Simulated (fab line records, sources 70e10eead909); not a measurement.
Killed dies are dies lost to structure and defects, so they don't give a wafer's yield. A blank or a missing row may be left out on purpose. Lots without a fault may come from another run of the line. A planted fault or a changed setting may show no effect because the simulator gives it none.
A struck lot beside a sound one | flow nand_harc | 40 steps out of a route of 1302
Sound: wafers L957.2, L957.3, L957.6. Struck: wafer L962.3. (L962.1, L962.5 of the same lot were not struck and are left out.) The cause comes at the end.
At each step with rows: each side's tool, then ch and its chambers, then its first start. Under that, the readings that differ: sound wafers | struck wafers | difference of the means | sigmas: that difference in standard deviations of wafers without a fault.
alike: readings whose means differ by less than 2 such deviations, and words and numbers that are the same on both sides. not compared: withheld readings, readings that some wafer has no value for, bounds like >300 that may hide the same value, and numbers for which the record gives no deviation and whose values overlap.
The two part at a step that has a row with sigmas, a row that says differs or no value, or rows on one side only. Numbers that don't overlap but have no deviation are shown without sigmas and don't part them. A reading that every wafer of one side lacks parts them only if that side has two wafers or more.

NHARC_A_STAIRCASE_DESCUM_270: chemistry O2, time 3 s.
  sound on rie_diel-13 ch 0,1,2, day 17 14:59; struck on rie_diel-13 ch 0, day 19 14:21
  reading      | sound          | struck | difference | sigmas
  rf_vpp_V (V) | 58.0 57.4 58.3 | 59.8   | +1.9       | +2
  alike: drypump_motor_current_A, o2_flow_sccm, oes_product_au, showerhead_plenum_p_Torr, throttle_valve_pct
  not compared: rf_hours_counter_h
then, 1 step without rows for these wafers: NHARC_A_STAIRCASE_ETCH_271 (etches the open film in CF4/CHF3).
NHARC_A_STAIRCASE_HM_OPEN_457: chemistry O2/COS.
  sound on rie_diel-13 ch 1,3; struck on rie_diel-13 ch 0
  alike: drypump_motor_current_A, o2_flow_sccm, oes_product_au, rf_vpp_V, showerhead_plenum_p_Torr, throttle_valve_pct
  not compared: rf_hours_counter_h
then, 7 steps without rows for these wafers: NHARC_A_STAIRCASE_STRIP_458 (strips in O2/COS); NHARC_A_STAIRCASE_ETCH_451 (etches the open film in CF4/O2, target depth 30 nm, overetch 3 nm, time 16.5 s); NHARC_A_STAIRCASE_ETCH_273 (etches the open film in C4F8/O2/Ar, target depth 10200 nm, time 2468.6 s); NHARC_A_STAIRCASE_STRIP_274 (strips in O2); NHARC_A_STAIRCASE_STRIP_275 (strips in SPM, time 900 s); NHARC_A_STAIRCASE_PRECLEAN_276 (cleans in SC1); NHARC_A_STAIRCASE_SRD_277.
NHARC_A_STAIRCASE_HM_DEP_459: deposits aC, target thk 1500 nm.
  sound on acl_dep-02 ch 0, day 17 21:07; struck on acl_dep-01 ch 0, day 19 17:21
  alike: throttle_valve_pct
NHARC_A_STAIRCASE_DEP_280: deposits SiON, target thk 30 nm.
  sound on pecvd-01 ch 0,1,2, day 17 22:40; struck on pecvd-03 ch 0, day 19 19:11
  alike: heater_power_w
then, 11 steps without rows for these wafers: NHARC_A_STAIRCASE_DEHYDRATE_281 (time 120 s); NHARC_A_STAIRCASE_HMDS_282 (time 30 s); NHARC_A_STAIRCASE_COAT_283; NHARC_A_STAIRCASE_SOFTBAKE_284 (time 170 s); NHARC_A_STAIRCASE_EBR_285; NHARC_A_STAIRCASE_EXPOSE_286 (exposes mask CHOP 100); NHARC_A_STAIRCASE_PEB_287 (peb time 130 s); NHARC_A_STAIRCASE_DEVELOP_288 (time 140 s); NHARC_A_STAIRCASE_HARDBAKE_290 (time 140 s); NHARC_A_STAIRCASE_DESCUM_291 (chemistry O2, time 3 s); NHARC_A_STAIRCASE_ETCH_292 (etches the open film in CF4/CHF3).
NHARC_A_STAIRCASE_HM_OPEN_460: chemistry O2/COS.
  sound on rie_diel-13 ch 0,3; struck on rie_diel-13 ch 3
  alike: drypump_motor_current_A, o2_flow_sccm, oes_product_au, rf_vpp_V, showerhead_plenum_p_Torr, throttle_valve_pct
  not compared: rf_hours_counter_h
then, 1 step without rows for these wafers: NHARC_A_STAIRCASE_STRIP_461 (strips in O2/COS).
NHARC_A_STAIRCASE_ETCH_452: etches the open film in CF4/O2, target depth 30 nm, overetch 3 nm, time 16.5 s.
  sound on rie_diel-13 ch 0,2,3; struck on rie_diel-13 ch 2
  alike: drypump_motor_current_A, o2_flow_sccm, oes_product_au, rf_vpp_V, showerhead_plenum_p_Torr, throttle_valve_pct
  not compared: rf_hours_counter_h
then, 13 steps without rows for these wafers: NHARC_A_STAIRCASE_ETCH_294 (etches the open film in C4F8/O2/Ar, target depth 4989 nm, time 1211.6 s); NHARC_A_STAIRCASE_STRIP_295 (strips in O2); NHARC_A_STAIRCASE_STRIP_296 (strips in SPM, time 900 s); NHARC_A_STAIRCASE_PRECLEAN_297 (cleans in SC1); NHARC_A_STAIRCASE_SRD_298; NHARC_A_STAIRCASE_HM_DEP_462 (deposits aC, target thk 800 nm); NHARC_A_STAIRCASE_DEP_301 (deposits SiON, target thk 30 nm); NHARC_A_STAIRCASE_DEHYDRATE_302 (time 120 s); NHARC_A_STAIRCASE_HMDS_303 (time 30 s); NHARC_A_STAIRCASE_COAT_304; NHARC_A_STAIRCASE_SOFTBAKE_305 (time 170 s); NHARC_A_STAIRCASE_EBR_306; NHARC_A_STAIRCASE_EXPOSE_307 (exposes mask CHOP 50).
-- the record jumps here: 8 days lie between the struck wafers' starts before and after (it left off in module A_STAIRCASE and takes up again in module END, whose first step shown is number 1302 of the route) --
NHARC_END_SORT_01:
  the record has rows for the struck wafers here (prober-02 ch 0, day 27 14:37) and none for the sound ones

WHERE THEY PART
First at NHARC_A_STAIRCASE_DESCUM_270; last, within this record, at NHARC_END_SORT_01.

WHY: what the simulator had put in
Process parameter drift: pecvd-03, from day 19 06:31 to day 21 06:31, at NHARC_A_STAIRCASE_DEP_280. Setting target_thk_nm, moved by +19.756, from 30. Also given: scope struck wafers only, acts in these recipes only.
